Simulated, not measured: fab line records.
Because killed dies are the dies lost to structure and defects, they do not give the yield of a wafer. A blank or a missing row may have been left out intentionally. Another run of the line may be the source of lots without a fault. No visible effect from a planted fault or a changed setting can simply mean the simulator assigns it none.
A struck lot beside a sound one	flow n5-finfet	15 steps out of a route of 1938
Sound: wafers L705.3, L705.4, L705.6. Struck: wafer L711.4 (L711.3, L711.5, from the same lot, were not struck and are left out); the cause is given at the end.
For every step that has rows: the tool of each side, followed by ch and its chambers, followed by its first start. Under that, the readings that differ: sound wafers	struck wafers	difference of the means	sigmas: that difference in standard deviations of wafers without a fault.
alike: a reading whose means differ by less than 2 such deviations, as well as words and numbers matching on both sides. not compared: withheld readings; readings where some wafer has no value; bounds like >300 that might hide an equal value; numbers whose values overlap and for which the record gives no deviation.
A row with sigmas, a row that says differs or no value, or rows on one side alone: a step with any of these is where the two part. Numbers that don't overlap but have no deviation are shown without sigmas and don't part them. A reading that every wafer of one side lacks parts them only if that side has two wafers or more.

first, 8 steps without rows for these wafers: N5_BEOL_M10_COAT_59 (time 60 s, resist thk 100 nm); N5_BEOL_M10_COAT_60 (time 60 s, resist thk 30 nm); N5_BEOL_M10_COAT_05 (resist thk 90 nm); N5_BEOL_M10_EBR_07; N5_BEOL_M10_SOFTBAKE_06 (time 60 s); N5_BEOL_M10_EXPOSE_08 (exposes mask M10); N5_BEOL_M10_PEB_09 (peb time 60 s); N5_BEOL_M10_DEVELOP_10 (develop time 30 s).
N5_BEOL_M10_CD_MEAS_11 targets a cd of 64.1 nm.
  sound on cd-sem-01 ch 0, day 11 05:16; struck on cd-sem-01 ch 0, day 13 12:04
  alike: cd-nm
N5_BEOL_M10_OVL_MEAS_12:
  sound on overlay-02 ch 0, day 11 05:18; struck on overlay-02 ch 0, day 13 12:05
  alike: M10_OVL
N5_BEOL_M10_INSPECT_13: inspects for defects (brightfield).
  sound on defect-inspect-01 at day 11 05:20; struck on defect-inspect-02 at day 13 12:07
reading	sound	struck	difference	sigmas
raw-defect-count	607 565 528	315	-252	-3
N5_BEOL_M10_DESCUM_16: chemistry O2, time 7.9 s.
  sound on rie-diel-04 ch 0,2,3, day 11 05:50; struck on rie-diel-05 ch 2, day 13 12:11
reading	sound	struck	difference	sigmas
showerhead-plenum-p-Torr (Torr)	1.97 1.97 2.04	2.16	+0.17	+2
  alike: drypump-motor-current-A, oes-product-au, rf-vpp-V, throttle-valve-pct
  not compared: rf-hours-counter-h
N5_BEOL_M10_ETCH_61: etches SiARC in CF4, target depth 39 nm, time 65 s.
  sound on rie-diel-04 ch 0,2,3, day 11 05:53; struck on rie-diel-05 ch 2, day 13 12:13
reading	sound	struck	difference	sigmas
cf4-flow-sccm (sccm)	100.6 99.7 99.7	69.9	-30.1	-97
etch-rf-on-time-s (s)	65.7 66.9 64.5	68.4	+2.7	+2
throttle-valve-pct (%)	15.88 15.69 15.51	14.45	-1.24	-7
  alike: drypump-motor-current-A, oes-product-au, rf-vpp-V, showerhead-plenum-p-Torr
  not compared: rf-hours-counter-h
N5_BEOL_M10_ETCH_62: etches SOC in N2/H2, target depth 110 nm, overetch 22 nm, time 165 s.
  sound on rie-diel-04 ch 0,2,3, day 11 05:56; struck on rie-diel-05 ch 2, day 13 12:16
reading	sound	struck	difference	sigmas
showerhead-plenum-p-Torr (Torr)	2.41 2.41 2.46	2.62	+0.19	+2
  alike: drypump-motor-current-A, oes-product-au, rf-vpp-V, throttle-valve-pct
  not compared: rf-hours-counter-h
-- a jump in the record: the struck wafers' starts before and after are 2 days apart (it breaks off in module BEOL_M10 and resumes in module PASSIVATION, where the first step shown is number 1936 of the route) --
N5_PASSIVATION_PROBE_49:
  sound on prober-02 at day 13 18:10; struck on prober-02 at day 15 15:32
  alike: defect-limited-yield, killed_at_M0_to_M3, killed_at_M4_up, killed-at-contacts, killed-at-front-end, killed-at-other, killed-dies, killed-open, killed-short, sort_bin_5_function, sort_bin_6_memory, sort-n-pass, sort-yield-pct

== WHERE THEY PART ==
First at N5_BEOL_M10_INSPECT_13; last, within this record, at N5_BEOL_M10_ETCH_62. Later steps at which nothing parts them and some readings are alike: N5_PASSIVATION_PROBE_49.

WHY: what had been put in by the simulator
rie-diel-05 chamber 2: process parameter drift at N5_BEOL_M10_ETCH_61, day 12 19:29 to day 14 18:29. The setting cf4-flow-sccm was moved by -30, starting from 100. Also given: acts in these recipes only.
